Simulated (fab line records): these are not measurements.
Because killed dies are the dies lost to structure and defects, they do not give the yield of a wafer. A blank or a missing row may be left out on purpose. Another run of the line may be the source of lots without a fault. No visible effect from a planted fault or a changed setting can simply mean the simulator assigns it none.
fab line records	flow nand-harc
[record] lots = 24	wafers = 72	last-day = 24
route steps=1159 shown A_CONTACT@923 A_BLC@985
lots untouched by any fault: they come from a run of this same line in which no faults occurred
start-h: hours from the record's opening day to when the first of the lot's shown wafers began	wait-h: hours since the lot's step before	" same as the row above	L1.1+2: several wafers, shown together as one row	- no value, or no start was given	* or withheld: withheld	< > ~ a bound
route shown NAME@n: a module of which the file shows steps, and the number in the route of the first	usual: mean/standard deviation taken from wafers without a fault	same: alike in all rows	chamber/n: place in a boat	sites: readings site by site	_std_site: standard deviation across them	_edge_site: inner sites' mean taken away from outer sites' mean	radius-mm: for every site, how far away it sits from the centre of the wafer	mask NAME#n: copy n	behind: the most recent tool/chamber to have shaped the wafer	hold: the reason the lot was held/the length of the hold in hours/how it ended	device: transistor that didn't switch, given as n, p or np	end of line: at the end of the route, the tests of the same wafers	for a step that has no rows: nothing shown but its recipe	killed: count of dies lost to structure and defects at first sort (not the wafer's yield)	map: a wafer's dies, x killed, . not, _ none there
set.NAME: the run value of the setting; set.NAME@STEP: its run value at that earlier step	model.NAME: the simulator's own value behind a step, which no gauge read
route steps across a sampled set of lots; one table per step, one row per wafer
services: when a tool's chamber went out of use (start-h, in hours from the record's first day, below 0 if earlier), for how many hours, and the reason
[[steps]]
[step NHARC_A_CONTACT_DEP_84]
[recipe] target-thk-a = 20000	temp-c = 400	material = aC
[usual] throttle-valve-pct = 35.000/0.0092
lot.wafer	tool	chamber	start-h	wait-h	throttle-valve-pct
L074.2	acl-dep-03	0	383.70	-	34.990
L074.5	"	0	"	"	35.004
L074.6	"	0	"	"	34.998
L075.1	acl-dep-03	0	391.74	-	35.021
L075.5	"	0	"	"	35.008
L075.6	"	0	"	"	35.000
L078.1	acl-dep-03	0	392.97	-	35.008
L078.5	"	0	"	"	35.001
L078.6	"	0	"	"	34.981
L077.2	acl-dep-01	0	395.57	-	35.012
L077.3	"	0	"	"	35.002
L077.5	"	0	"	"	35.001
L076.2	acl-dep-02	0	397.00	-	34.994
L076.4	"	0	"	"	35.008
L076.6	"	0	"	"	34.998
L079.1	acl-dep-01	0	422.69	-	34.990
L079.2	"	0	"	"	35.015
L079.4	"	0	"	"	35.003
L080.1	acl-dep-03	0	422.99	-	34.987
L080.2	"	0	"	"	35.002
L080.5	"	0	"	"	35.018
L081.1	acl-dep-02	0	428.40	-	35.002
L081.4	"	0	"	"	35.013
L081.6	"	0	"	"	34.970
L083.1	acl-dep-03	0	431.91	-	35.004
L083.2	"	0	"	"	35.010
L083.5	"	0	"	"	34.992
L084.2	acl-dep-01	0	438.01	-	34.992
L084.3	"	0	"	"	34.999
L084.5	"	0	"	"	35.006
L082.1	acl-dep-02	0	438.19	-	34.993
L082.4	"	0	"	"	34.996
L082.6	"	0	"	"	34.994
L086.1	acl-dep-03	0	451.22	-	35.005
L086.3	"	0	"	"	35.007
L086.6	"	0	"	"	34.995
L087.3	acl-dep-02	0	454.22	-	34.987
L087.5	"	0	"	"	34.994
L087.6	"	0	"	"	34.997
L085.1	acl-dep-01	0	460.96	-	34.995
L085.5	"	0	"	"	35.007
L085.6	"	0	"	"	34.993
L089.1	acl-dep-01	0	468.19	-	34.999
L089.2	"	0	"	"	35.000
L089.5	"	0	"	"	34.994
L088.1	acl-dep-02	0	471.45	-	34.998
L088.2	"	0	"	"	35.014
L088.4	"	0	"	"	34.993
L090.1	acl-dep-01	0	474.02	-	34.990
L090.3	"	0	"	"	35.013
L090.6	"	0	"	"	34.994
L092.1	acl-dep-02	0	491.13	-	34.989
L092.2	"	0	"	"	34.991
L092.4	"	0	"	"	34.995
L094.1	acl-dep-02	0	492.39	-	34.990
L094.3	"	0	"	"	34.996
L094.4	"	0	"	"	35.002
L093.1	acl-dep-02	0	493.76	-	35.001
L093.3	"	0	"	"	34.994
L093.4	"	0	"	"	34.993
L091.1	acl-dep-03	0	501.35	-	35.006
L091.5	"	0	"	"	35.012
L091.6	"	0	"	"	34.993
L095.1	acl-dep-01	0	514.42	-	35.005
L095.2	"	0	"	"	34.989
L095.3	"	0	"	"	35.003
L096.2	acl-dep-01	0	517.73	-	35.000
L096.4	"	0	"	"	34.987
L096.6	"	0	"	"	35.013
L097.1	acl-dep-01	0	526.47	-	35.006
L097.3	"	0	"	"	34.996
L097.5	"	0	"	"	35.003
[step NHARC_A_CONTACT_CD_MEAS_08]
[recipe] target-cd-nm = 100	landing-energy-ev = 500
[usual] cd-nm = 100.2/0.49
lot.wafer	tool	chamber	start-h	wait-h	cd-nm
L074.2	cd-sem-02	0	385.48	-	99.6
L074.5	"	0	"	"	99.4
L074.6	"	0	"	"	99.4
L075.1	cd-sem-03	0	393.71	-	100.5
L075.5	"	0	"	"	100.1
L075.6	"	0	"	"	99.5
L078.1	cd-sem-02	0	394.82	-	100.5
L078.5	"	0	"	"	100.0
L078.6	"	0	"	"	100.4
L077.2	cd-sem-01	0	397.35	-	100.9
L077.3	"	0	"	"	99.6
L077.5	"	0	"	"	100.2
L076.2	cd-sem-01	0	398.65	-	99.7
L076.4	"	0	"	"	99.1
L076.6	"	0	"	"	100.7
L079.1	cd-sem-01	0	424.69	-	100.0
L079.2	"	0	"	"	100.1
L079.4	"	0	"	"	100.7
L080.1	cd-sem-03	0	424.99	-	100.1
L080.2	"	0	"	"	100.2
L080.5	"	0	"	"	99.7
L081.1	cd-sem-02	0	430.24	-	100.0
L081.4	"	0	"	"	100.4
L081.6	"	0	"	"	99.8
L083.1	cd-sem-02	0	433.76	-	100.5
L083.2	"	0	"	"	100.6
L083.5	"	0	"	"	100.0
L084.2	cd-sem-03	0	439.82	-	100.3
L084.3	"	0	"	"	100.5
L084.5	"	0	"	"	100.8
L082.1	cd-sem-01	0	440.05	-	99.9
L082.4	"	0	"	"	99.3
L082.6	"	0	"	"	99.8
L086.1	cd-sem-02	0	453.15	-	99.5
L086.3	"	0	"	"	99.9
L086.6	"	0	"	"	100.4
L087.3	cd-sem-02	0	455.68	-	100.6
L087.5	"	0	"	"	100.6
L087.6	"	0	"	"	100.7
L085.1	cd-sem-02	0	462.82	-	98.8
L085.5	"	0	"	"	100.3
L085.6	"	0	"	"	100.2
L089.1	cd-sem-01	0	470.19	-	100.7
L089.2	"	0	"	"	100.4
L089.5	"	0	"	"	99.7
L088.1	cd-sem-01	0	473.31	-	100.0
L088.2	"	0	"	"	100.1
L088.4	"	0	"	"	100.4
L090.1	cd-sem-03	0	476.00	-	99.7
L090.3	"	0	"	"	99.8
L090.6	"	0	"	"	100.2
L092.1	cd-sem-03	0	493.16	-	99.5
L092.2	"	0	"	"	100.3
L092.4	"	0	"	"	99.8
L094.1	cd-sem-02	0	494.37	-	100.1
L094.3	"	0	"	"	100.7
L094.4	"	0	"	"	99.8
L093.1	cd-sem-03	0	495.76	-	100.5
L093.3	"	0	"	"	99.7
L093.4	"	0	"	"	100.0
L091.1	cd-sem-03	0	503.20	-	101.2
L091.5	"	0	"	"	101.0
L091.6	"	0	"	"	100.7
L095.1	cd-sem-01	0	516.59	-	100.6
L095.2	"	0	"	"	99.5
L095.3	"	0	"	"	99.7
L096.2	cd-sem-03	0	519.53	-	100.3
L096.4	"	0	"	"	99.3
L096.6	"	0	"	"	99.9
L097.1	cd-sem-03	0	528.45	-	101.1
L097.3	"	0	"	"	101.0
L097.5	"	0	"	"	99.7
[step NHARC_A_CONTACT_DESCUM_13]
[recipe] time-s = 3	o2-flow-sccm = 200	ar-flow-sccm = 0	bias-power-w = 0	chemistry = O2
[usual] drypump-motor-current-A = 5.9/0.49	oes-product-au = 1.001/0.0083	rf-vpp-V = 57.6/0.88	showerhead-plenum-p-Torr = 1.89/0.083	throttle-valve-pct = 11.311/0.0085
[same] bias-power-w = 0	time-s = 3
lot.wafer	tool	chamber	start-h	wait-h	drypump-motor-current-A	oes-product-au	rf-hours-counter-h	rf-vpp-V	showerhead-plenum-p-Torr	throttle-valve-pct
L074.2	rie-diel-10	0	386.37	0.8	5.7	0.996	8	57.3	1.83	11.318
L074.6	"	3	"	"	5.8	1.006	-	57.9	1.88	11.310
L074.5	"	0	"	"	5.7	0.989	-	56.9	1.83	11.313
L075.1	rie-diel-13	0	393.93	0.1	5.7	1.009	42	58.5	1.90	11.301
L075.6	"	1	"	"	6.6	1.009	-	57.1	1.88	11.319
L075.5	"	2	"	"	5.8	1.017	-	58.1	1.81	11.325
L078.1	rie-diel-13	3	395.02	0.1	6.2	0.999	42	59.3	1.87	11.321
L078.5	"	3	"	"	6.2	1.004	-	57.2	1.87	11.316
L078.6	"	0	"	"	5.7	1.001	-	57.9	1.90	11.314
L077.2	rie-diel-12	2	397.59	0.1	6.3	0.995	2	58.2	2.04	11.325
L077.3	"	3	"	"	5.3	1.015	2	58.1	1.97	11.300
L077.5	"	2	"	"	6.3	1.002	-	57.8	2.04	11.315
L076.4	rie-diel-10	3	398.85	0.1	5.8	1.013	13	58.1	1.88	11.305
L076.2	"	2	"	"	5.0	0.996	14	56.5	1.83	11.296
L076.6	"	0	"	"	5.7	0.990	-	57.6	1.83	11.306
L079.4	rie-diel-10	3	424.88	0.1	5.8	1.014	22	57.7	1.88	11.302
L079.2	"	0	"	"	5.7	0.994	23	57.0	1.82	11.302
L079.1	"	1	"	"	5.4	1.011	20	57.6	1.99	11.310
L080.1	rie-diel-12	3	425.20	0.1	5.3	1.015	8	58.8	1.97	11.300
L080.2	"	0	"	"	5.4	1.004	8	56.2	1.77	11.307
L080.5	"	2	"	"	6.3	0.998	-	59.1	2.03	11.301
L081.1	rie-diel-10	0	430.44	0.1	5.8	0.987	26	57.9	1.82	11.319
L081.4	"	2	"	"	5.0	0.988	24	57.0	1.83	11.307
L081.6	"	0	"	"	5.7	0.986	-	58.7	1.82	11.308
L083.2	rie-diel-10	2	433.96	0.1	5.0	0.980	26	57.4	1.83	11.313
L083.1	"	3	"	"	5.8	0.998	27	58.2	1.88	11.304
L083.5	"	2	"	"	5.1	0.987	-	56.9	1.83	11.304
L084.3	rie-diel-13	0	440.00	0.1	5.7	1.000	64	58.4	1.90	11.305
L084.2	"	3	"	"	6.2	0.998	61	57.4	1.86	11.297
L084.5	"	1	"	"	6.7	1.019	-	57.3	1.87	11.318
L082.1	rie-diel-12	0	440.23	0.1	5.4	1.006	10	57.8	1.76	11.306
L082.4	"	1	"	"	6.6	0.999	10	57.9	1.86	11.325
L082.6	"	0	"	"	5.5	0.992	-	56.6	1.76	11.310
L086.3	rie-diel-12	0	453.40	0.1	5.5	1.000	12	56.7	1.76	11.307
L086.1	"	1	"	"	6.6	1.011	12	57.6	1.86	11.320
L086.6	"	2	"	"	6.3	0.990	-	58.0	2.03	11.310
L087.3	rie-diel-12	1	455.90	0.1	6.6	1.012	12	58.5	1.86	11.306
L087.5	"	2	"	"	6.2	1.001	-	58.3	2.03	11.324
L087.6	"	3	"	"	5.3	1.013	-	58.7	1.97	11.312
L085.1	rie-diel-13	0	463.02	0.1	5.7	0.995	1	57.1	1.89	11.313
L085.6	"	3	"	"	6.2	0.998	-	56.0	1.86	11.295
L085.5	"	0	"	"	5.7	0.994	-	57.7	1.89	11.319
L089.1	rie-diel-13	1	470.37	0.1	6.7	0.994	5	57.8	1.87	11.314
L089.2	"	2	"	"	5.9	1.014	5	57.2	1.80	11.323
L089.5	"	1	"	"	6.6	0.997	-	58.3	1.87	11.309
L088.1	rie-diel-12	1	473.50	0.1	6.6	1.005	16	57.8	1.86	11.322
L088.4	"	3	"	"	5.4	1.000	17	58.0	1.97	11.315
L088.2	"	0	"	"	5.5	1.004	17	56.7	1.76	11.303
L090.1	rie-diel-12	2	476.20	0.1	6.3	0.994	18	57.6	2.03	11.306
L090.3	"	0	"	"	5.4	1.003	17	56.7	1.76	11.313
L090.6	"	2	"	"	6.3	1.005	-	59.8	2.03	11.313
L092.4	rie-diel-12	0	493.35	0.1	5.4	0.999	19	55.6	1.76	11.316
L092.1	"	1	"	"	6.6	0.998	19	56.9	1.86	11.295
L092.2	"	3	"	"	5.4	1.007	20	60.5	1.97	11.314
L094.1	rie-diel-12	1	494.56	0.1	6.6	1.001	20	57.5	1.86	11.298
L094.3	"	2	"	"	6.3	0.992	21	58.2	2.03	11.319
L094.4	"	3	"	"	5.4	1.001	20	57.4	1.97	11.305
L093.1	rie-diel-13	1	495.94	0.1	6.6	0.991	13	57.6	1.86	11.290
L093.4	"	2	"	"	5.9	1.009	14	57.3	1.79	11.313
L093.3	"	3	"	"	6.2	1.003	13	56.6	1.86	11.305
L091.1	rie-diel-12	2	503.41	0.1	6.2	1.008	22	58.9	2.03	11.324
L091.6	"	3	"	"	5.4	1.011	-	58.2	1.96	11.319
L091.5	"	0	"	"	5.5	1.006	-	57.4	1.76	11.318
L095.3	rie-diel-12	2	516.81	0.1	6.3	0.990	24	57.9	2.03	11.305
L095.1	"	0	"	"	5.5	1.005	23	57.8	1.76	11.309
L095.2	"	1	"	"	6.6	1.006	23	56.1	1.85	11.317
L096.4	rie-diel-13	1	519.73	0.1	6.6	0.994	23	57.2	1.86	11.310
L096.2	"	2	"	"	5.9	1.005	23	57.4	1.79	11.313
L096.6	"	0	"	"	5.7	1.006	-	58.0	1.89	11.306
L097.3	rie-diel-12	2	528.64	0.1	6.3	0.997	28	58.3	2.03	11.324
L097.1	"	3	"	"	5.3	1.011	28	59.9	1.96	11.304
L097.5	"	1	"	"	6.6	0.998	-	57.5	1.85	11.303
[step NHARC_A_CONTACT_ETCH_89]
[recipe] target-depth-a = 2600	over-etch-frac = 0.3	time-s = 475.3	ion-energy-ev = 200	n2-flow-sccm = 150	h2-flow-sccm = 150	ar-flow-sccm = 0	rf-w = 400	bias-w = 150	chemistry = N2/H2
[usual] bias-w = 150.0/0.42	drypump-motor-current-A = 5.9/0.5	h2-flow-sccm = 150.0/0.41	oes-product-au = 1.002/0.0096	rf-vpp-V = 429.6/2.7	showerhead-plenum-p-Torr = 2.01/0.092	throttle-valve-pct = 14.173/0.0096
[same] time-s = 475.3
lot.wafer	tool	chamber	start-h	wait-h	bias-w	drypump-motor-current-A	h2-flow-sccm	oes-product-au	rf-hours-counter-h	rf-vpp-V	showerhead-plenum-p-Torr	throttle-valve-pct
L074.2	rie-diel-10	3	-	-	149.9	5.8	149.1	0.997	9	430.8	2.01	14.151
L074.5	"	2	"	"	149.8	5.0	149.7	0.983	-	428.6	1.95	14.171
L074.6	"	0	"	"	150.2	5.7	151.0	0.979	-	427.8	1.95	14.160
L075.1	rie-diel-13	1	-	-	149.9	6.6	150.6	1.013	41	429.3	2.00	14.168
L075.6	"	1	"	"	150.2	6.6	150.0	1.013	-	429.6	2.00	14.173
L075.5	"	2	"	"	150.9	5.8	149.6	0.997	-	427.2	1.92	14.178
L078.1	rie-diel-13	2	-	-	150.3	5.9	149.9	1.003	41	428.0	1.92	14.182
L078.6	"	1	"	"	149.9	6.6	149.8	1.005	-	430.9	2.00	14.189
L078.5	"	2	"	"	150.2	5.9	149.7	0.994	-	426.2	1.92	14.184
L077.2	rie-diel-12	0	-	-	150.2	5.5	149.9	1.010	2	423.8	1.88	14.195
L077.3	"	2	"	"	150.0	6.3	150.4	0.995	2	434.1	2.17	14.156
L077.5	"	0	"	"	150.2	5.5	149.8	1.014	-	425.8	1.88	14.181
L076.2	rie-diel-10	0	-	-	150.0	5.7	150.4	0.995	14	428.4	1.95	14.171
L076.4	"	1	"	"	150.0	5.4	149.9	0.998	12	431.6	2.13	14.172
L076.6	"	0	"	"	149.6	5.7	149.9	0.990	-	427.7	1.94	14.180
L079.4	rie-diel-10	1	-	-	150.5	5.4	150.2	0.989	20	434.2	2.13	14.168
L079.2	"	2	"	"	150.2	5.0	149.2	0.982	22	427.9	1.94	14.176
L079.1	"	0	"	"	150.7	5.7	149.6	0.988	23	429.1	1.94	14.164
L080.2	rie-diel-12	1	-	-	149.5	6.6	150.3	0.992	8	429.2	1.98	14.154
L080.1	"	3	"	"	149.9	5.3	149.5	1.009	9	431.1	2.10	14.168
L080.5	"	1	"	"	149.7	6.6	149.8	0.997	-	428.5	1.98	14.158
L081.4	rie-diel-10	1	-	-	149.8	5.4	149.7	1.008	21	432.3	2.13	14.184
L081.1	"	2	"	"	150.5	5.0	149.9	0.982	25	428.4	1.94	14.173
L081.6	"	2	"	"	149.4	5.1	149.5	0.986	-	427.9	1.94	14.171
L083.1	rie-diel-10	1	-	-	151.1	5.4	150.3	1.002	23	434.1	2.13	14.183
L083.2	"	3	"	"	150.3	5.8	150.0	1.010	27	428.2	2.00	14.179
L083.5	"	0	"	"	149.6	5.7	150.5	0.996	-	428.1	1.94	14.176
L084.3	rie-diel-13	1	-	-	150.1	6.6	149.5	1.014	62	427.8	1.99	14.186
L084.2	"	2	"	"	149.8	5.9	149.7	0.997	58	427.9	1.92	14.167
L084.5	"	0	"	"	149.6	5.7	150.4	1.000	-	429.6	2.02	14.177
L082.4	rie-diel-12	1	-	-	150.1	6.6	150.1	1.003	10	428.1	1.98	14.194
L082.1	"	3	"	"	150.0	5.3	150.1	1.005	11	431.6	2.10	14.185
L082.6	"	1	"	"	149.3	6.6	150.8	1.012	-	429.3	1.98	14.180
L086.1	rie-diel-12	2	-	-	150.0	6.3	149.7	1.004	13	432.7	2.17	14.171
L086.3	"	0	"	"	150.4	5.5	149.7	1.006	12	424.9	1.88	14.184
L086.6	"	2	"	"	150.3	6.2	150.1	1.000	-	435.7	2.17	14.187
L087.3	rie-diel-12	1	-	-	150.6	6.6	150.0	1.004	13	429.2	1.98	14.174
L087.5	"	1	"	"	150.0	6.6	150.2	1.014	-	427.7	1.98	14.172
L087.6	"	2	"	"	150.7	6.3	149.8	1.004	-	433.6	2.17	14.184
L085.1	rie-diel-13	1	-	-	149.7	6.6	149.6	1.002	1	429.2	1.99	14.158
L085.6	"	2	"	"	150.2	5.9	150.5	1.010	-	428.3	1.91	14.175
L085.5	"	3	"	"	149.6	6.2	149.8	1.012	-	428.7	1.98	14.180
L089.2	rie-diel-13	0	-	-	149.8	5.7	149.6	1.005	5	430.6	2.02	14.177
L089.1	"	1	"	"	150.9	6.6	149.9	0.997	5	428.1	1.99	14.167
L089.5	"	1	"	"	150.2	6.6	149.8	0.998	-	429.2	1.99	14.175
L088.4	rie-diel-12	3	-	-	149.9	5.4	149.3	1.024	17	432.8	2.10	14.178
L088.1	"	0	"	"	150.6	5.5	150.8	1.006	17	425.5	1.87	14.180
L088.2	"	1	"	"	150.1	6.6	150.4	1.011	16	427.1	1.98	14.172
L090.3	rie-diel-12	0	-	-	150.3	5.5	149.6	1.002	17	426.7	1.87	14.165
L090.1	"	2	"	"	150.0	6.3	150.6	0.986	18	433.8	2.17	14.160
L090.6	"	3	"	"	149.8	5.3	150.3	1.006	-	431.9	2.10	14.161
L092.4	rie-diel-12	3	-	-	149.9	5.4	150.4	1.010	20	432.1	2.10	14.158
L092.2	"	1	"	"	150.4	6.7	150.2	1.020	19	429.0	1.98	14.165
L092.1	"	2	"	"	150.2	6.3	150.3	0.997	20	433.6	2.17	14.150
L094.4	rie-diel-12	0	-	-	150.4	5.4	149.9	0.998	19	425.9	1.87	14.176
L094.3	"	1	"	"	149.6	6.6	149.6	1.005	20	429.9	1.98	14.179
L094.1	"	2	"	"	150.6	6.3	150.1	0.991	21	434.2	2.17	14.191
L093.3	rie-diel-13	3	-	-	149.6	6.2	149.5	1.000	14	430.0	1.98	14.155
L093.1	"	0	"	"	150.6	5.7	150.3	1.002	14	431.0	2.01	14.183
L093.4	"	2	"	"	149.6	5.9	149.8	1.014	15	427.7	1.91	14.179
L091.1	rie-diel-12	2	-	-	150.0	6.2	150.1	1.001	23	434.2	2.17	14.169
L091.6	"	3	"	"	150.4	5.3	149.4	1.010	-	432.1	2.10	14.162
L091.5	"	0	"	"	150.0	5.5	150.1	1.005	-	425.5	1.87	14.175
L095.3	rie-diel-12	0	-	-	150.2	5.4	150.9	0.989	23	425.2	1.87	14.168
L095.1	"	2	"	"	149.4	6.3	149.6	0.992	24	434.2	2.17	14.169
L095.2	"	3	"	"	149.6	5.3	150.1	1.007	24	433.1	2.09	14.178
L096.4	rie-diel-13	1	-	-	150.5	6.6	150.3	0.988	23	430.0	1.98	14.171
L096.2	"	2	"	"	150.4	5.8	149.4	1.004	23	426.8	1.91	14.176
L096.6	"	3	"	"	150.3	6.2	149.6	0.999	-	429.6	1.97	14.172
L097.1	rie-diel-12	2	-	-	150.2	6.2	149.9	0.994	29	433.2	2.17	14.194
L097.3	"	3	"	"	150.1	5.4	150.8	1.017	28	432.0	2.09	14.177
L097.5	"	0	"	"	149.7	5.5	150.4	1.006	-	426.9	1.87	14.171
[step NHARC_A_CONTACT_CVD_19]
[recipe] target-thk-a = 3000	temp-c = 300	pressure-torr = 40	wf6-flow-sccm = 40	h2-flow-sccm = 1600	ar-flow-sccm = 1560	time-s = 802	material = W
[usual] heater-power-w = 434/32	mfc-wf6-sccm = 40.02/0.13	throttle-valve-pct = 8.20/0.25
[same] time-s = 802
lot.wafer	tool	chamber	start-h	wait-h	heater-power-w	mfc-wf6-sccm	since-wet-clean-h	throttle-valve-pct
L074.2	cvd-w-02	0	-	-	395	40.30	3	8.13
L074.5	"	1	"	"	433	40.04	-	7.70
L074.6	"	0	"	"	391	40.18	-	8.33
L075.1	cvd-w-01	0	-	-	427	39.89	97	7.96
L075.5	"	0	"	"	434	40.05	-	8.10
L075.6	"	1	"	"	467	39.99	-	8.51
L078.1	cvd-w-01	1	-	-	474	39.92	98	8.28
L078.6	"	0	"	"	421	40.24	-	8.10
L078.5	"	1	"	"	473	40.05	-	8.30
L077.2	cvd-w-01	1	-	-	487	40.07	99	8.31
L077.3	"	0	"	"	434	40.12	-	8.12
L077.5	"	0	"	"	428	40.02	-	8.16
L076.2	cvd-w-01	1	-	-	481	39.93	100	8.25
L076.4	"	1	"	"	490	40.09	-	8.33
L076.6	"	1	"	"	473	39.99	-	8.15
L079.1	cvd-w-02	1	-	-	421	40.14	38	7.98
L079.2	"	1	"	"	427	39.86	-	7.89
L079.4	"	1	"	"	430	40.05	-	8.07
L080.1	cvd-w-02	1	-	-	428	39.83	40	8.01
L080.2	"	1	"	"	421	39.96	-	7.77
L080.5	"	1	"	"	432	40.08	-	7.91
L081.1	cvd-w-02	1	-	-	435	39.95	43	7.94
L081.4	"	1	"	"	428	40.19	-	7.89
L081.6	"	1	"	"	423	40.18	-	7.79
L083.2	cvd-w-01	0	-	-	432	40.12	136	8.20
L083.1	"	1	"	"	481	39.92	136	8.57
L083.5	"	0	"	"	438	39.99	-	8.10
L084.2	cvd-w-02	0	-	-	390	40.13	58	8.67
L084.3	"	0	"	"	391	39.96	-	8.66
L084.5	"	1	"	"	428	39.69	-	7.83
L082.1	cvd-w-02	1	-	-	437	39.92	58	8.08
L082.4	"	0	"	"	394	39.85	-	8.41
L082.6	"	1	"	"	432	40.04	-	7.75
L086.1	cvd-w-02	0	-	-	384	40.19	66	8.40
L086.3	"	1	"	"	438	40.20	-	7.66
L086.6	"	1	"	"	432	40.06	-	7.89
L087.3	cvd-w-01	1	-	-	465	39.94	-	8.29
L087.6	"	1	"	"	481	39.95	-	8.62
L087.5	"	0	"	"	442	39.90	-	8.14
L085.1	cvd-w-02	1	-	-	431	39.99	82	7.99
L085.6	"	1	"	"	439	39.94	-	7.97
L085.5	"	0	"	"	389	40.01	-	8.53
L089.2	cvd-w-02	0	-	-	386	40.09	83	8.58
L089.1	"	1	"	"	431	40.23	83	8.21
L089.5	"	0	"	"	400	40.15	-	8.45
L088.2	cvd-w-02	1	-	-	428	39.85	94	8.17
L088.1	"	0	"	"	398	40.08	94	8.42
L088.4	"	1	"	"	408	40.06	-	7.98
L090.1	cvd-w-02	0	-	-	389	39.87	95	8.88
L090.3	"	1	"	"	421	39.82	-	7.99
L090.6	"	1	"	"	432	39.90	-	8.04
L092.1	cvd-w-02	0	-	-	401	40.21	106	8.43
L092.2	"	1	"	"	425	40.15	106	7.84
L092.4	"	1	"	"	435	40.08	-	8.37
L094.1	cvd-w-02	1	-	-	429	39.86	107	7.86
L094.4	"	1	"	"	436	40.05	-	8.03
L094.3	"	0	"	"	396	39.87	-	8.40
L093.1	cvd-w-01	0	-	-	442	39.92	18	8.03
L093.3	"	0	"	"	444	39.94	-	8.15
L093.4	"	1	"	"	491	40.17	-	8.37
L091.1	cvd-w-01	0	-	-	448	40.02	20	8.26
L091.5	"	0	"	"	449	40.08	-	8.08
L091.6	"	1	"	"	507	39.89	-	8.25
L095.2	cvd-w-01	1	-	-	493	39.98	35	8.45
L095.1	"	0	"	"	440	39.96	35	8.25
L095.3	"	0	"	"	444	39.93	-	8.40
L096.2	cvd-w-01	0	-	-	452	39.98	36	8.08
L096.4	"	0	"	"	437	39.66	-	8.19
L096.6	"	1	"	"	491	40.29	-	8.47
L097.1	cvd-w-02	0	-	-	401	39.86	142	8.59
L097.3	"	0	"	"	397	39.83	-	8.60
L097.5	"	0	"	"	393	39.89	-	8.37
[step NHARC_A_BLC_DEGAS_30]
[recipe] temp-c = 300	time-s = 60
[usual] heater-power-w = 482/55
[same] time-s = 60
lot.wafer	tool	chamber	start-h	wait-h	heater-power-w
L074.2	pvd-sputter-03	-	398.03	-	489
L074.5	"	-	"	"	485
L074.6	"	-	"	"	565
L075.1	pvd-sputter-02	-	406.91	-	492
L075.5	"	-	"	"	481
L075.6	"	-	"	"	553
L078.1	pvd-sputter-01	-	407.65	-	425
L078.6	"	-	"	"	437
L078.5	"	-	"	"	379
L077.2	pvd-sputter-03	-	408.89	-	560
L077.3	"	-	"	"	395
L077.5	"	-	"	"	546
L076.2	pvd-sputter-01	-	409.50	-	456
L076.4	"	-	"	"	487
L076.6	"	-	"	"	369
L079.2	pvd-sputter-01	-	434.72	-	476
L079.4	"	-	"	"	433
L079.1	"	-	"	"	380
L080.2	pvd-sputter-01	-	435.99	-	441
L080.1	"	-	"	"	461
L080.5	"	-	"	"	371
L081.4	pvd-sputter-01	-	438.77	-	498
L081.1	"	-	"	"	372
L081.6	"	-	"	"	459
L083.1	pvd-sputter-02	-	445.89	-	484
L083.2	"	-	"	"	544
L083.5	"	-	"	"	562
L084.3	pvd-sputter-03	-	452.90	-	487
L084.2	"	-	"	"	402
L084.5	"	-	"	"	536
L082.4	pvd-sputter-02	-	453.64	-	548
L082.1	"	-	"	"	499
L082.6	"	-	"	"	548
L086.3	pvd-sputter-01	-	461.19	-	440
L086.1	"	-	"	"	381
L086.6	"	-	"	"	500
L087.3	pvd-sputter-02	-	463.76	-	561
L087.5	"	-	"	"	499
L087.6	"	-	"	"	471
L085.1	pvd-sputter-01	-	477.00	-	493
L085.5	"	-	"	"	372
L085.6	"	-	"	"	447
L089.2	pvd-sputter-02	-	477.54	-	526
L089.1	"	-	"	"	462
L089.5	"	-	"	"	534
L088.2	pvd-sputter-01	-	488.64	-	437
L088.1	"	-	"	"	385
L088.4	"	-	"	"	459
L090.1	pvd-sputter-03	-	490.28	-	474
L090.3	"	-	"	"	407
L090.6	"	-	"	"	495
L092.2	pvd-sputter-03	-	501.04	-	578
L092.4	"	-	"	"	403
L092.1	"	-	"	"	520
L094.3	pvd-sputter-01	-	501.86	-	429
L094.4	"	-	"	"	373
L094.1	"	-	"	"	485
L093.4	pvd-sputter-02	-	509.56	-	550
L093.3	"	-	"	"	531
L093.1	"	-	"	"	510
L091.1	pvd-sputter-02	-	510.61	-	553
L091.6	"	-	"	"	533
L091.5	"	-	"	"	491
L095.3	pvd-sputter-02	-	526.03	-	498
L095.1	"	-	"	"	468
L095.2	"	-	"	"	556
L096.4	pvd-sputter-02	-	527.94	-	539
L096.2	"	-	"	"	555
L096.6	"	-	"	"	544
L097.1	pvd-sputter-03	-	537.33	-	486
L097.3	"	-	"	"	401
L097.5	"	-	"	"	526
[[services]]
tool	chamber	start-h	hours	kind
rie-diel-13	-	375.21	2.7	repair
cvd-w-02	-	378.62	13.0	pm
rie-diel-12	-	379.40	9.0	pm
rie-diel-13	2	381.87	3.8	repair
rie-diel-10	1	387.50	7.1	repair
pvd-sputter-02	-	392.00	10.0	pm
rie-diel-10	3	401.02	1.2	repair
acl-dep-03	-	407.54	13.0	pm
rie-diel-10	1	425.89	3.1	repair
acl-dep-03	-	433.69	9.7	repair
rie-diel-10	-	441.10	0.4	repair
rie-diel-13	-	453.04	9.0	pm
cvd-w-01	-	474.57	13.0	pm
acl-dep-01	-	475.26	13.0	pm
rie-diel-10	-	477.16	0.5	repair
rie-diel-10	3	488.32	7.0	repair
rie-diel-10	1	494.55	10.0	repair
cvd-w-02	-	510.35	0.4	repair
pvd-sputter-01	-	514.04	10.0	pm
rie-diel-13	2	525.44	14.1	repair
cvd-w-01	0	529.59	1.6	repair
rie-diel-10	-	531.26	9.0	pm
rie-diel-13	3	533.49	7.9	repair
acl-dep-02	-	534.14	13.0	pm
[[key]]
fault none
